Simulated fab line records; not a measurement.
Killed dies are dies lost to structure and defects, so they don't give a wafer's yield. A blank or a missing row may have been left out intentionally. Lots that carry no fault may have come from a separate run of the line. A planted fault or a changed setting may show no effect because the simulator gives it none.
Matching of chambers + flow nandHarc + cmp-01 running NHARC_A_STAIRCASE_CMP_450: 4 sister chambers
The step polishes SiO2, target thk 200 nm. 8 wafers are shown with their chamber, then 11 later ones without.

== WAFERS WITH THEIR CHAMBER ==
| wafer  | chamber | motorCurrentA (A) |
|--------|---------|-------------------|
| L081.4 | 3       | 11.2              |
| L082.4 | 1       | 14.0              |
| L083.2 | 0       | 9.8               |
| L083.5 | 3       | 10.6              |
| L086.1 | 0       | 9.8               |
| L086.2 | 2       | 11.9              |
| L086.3 | 1       | 14.3              |
| L085.4 | 2       | 11.3              |

== WAFERS MISSING THEIR CHAMBER ==
| wafer  | motorCurrentA (A) |
|--------|-------------------|
| L085.5 | 11.6              |
| L085.6 | 13.6              |
| L095.2 | 13.1              |
| L095.4 | 10.9              |
| L095.6 | 13.4              |
| L089.1 | 10.1              |
| L089.3 | 10.8              |
| L089.6 | 10.2              |
| L094.1 | 11.7              |
| L094.4 | 12.5              |
| L094.6 | 11.1              |

== WHICH CHAMBER EACH ONE RAN IN ==
| wafer  | from the rows above     | in truth                   |
|--------|-------------------------|----------------------------|
| L085.5 | 2                       | 2                          |
| L085.6 | 1                       | 1                          |
| L095.2 | can't be placed: 1 or 2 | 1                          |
| L095.4 | 3                       | 3                          |
| L095.6 | 1                       | 1                          |
| L089.1 | can't be placed: 0 or 3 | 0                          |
| L089.3 | 3                       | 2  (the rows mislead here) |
| L089.6 | can't be placed: 0 or 3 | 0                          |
| L094.1 | 2                       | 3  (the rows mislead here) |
| L094.4 | 2                       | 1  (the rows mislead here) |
| L094.6 | can't be placed: 3 or 2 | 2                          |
Placed correctly: 4 of 11. Can't be placed from these rows: 4 (the true chamber is among the candidates in 4). 3 placed wrongly.
How it was worked out, from the rows above alone: a wafer's distance from a chamber is the root of the sum, over the readings, of the square of ((its reading less the chamber's mean) divided by the reading's scatter). The wafer belongs to the nearest chamber; if the next one is less than 2 further off, it can't be placed. The mean given for a chamber averages the wafers shown for that chamber. The scatter: take each reading less its chamber's mean, square it, sum over the shown wafers, divide by the number of wafers less the number of chambers, and take the root.
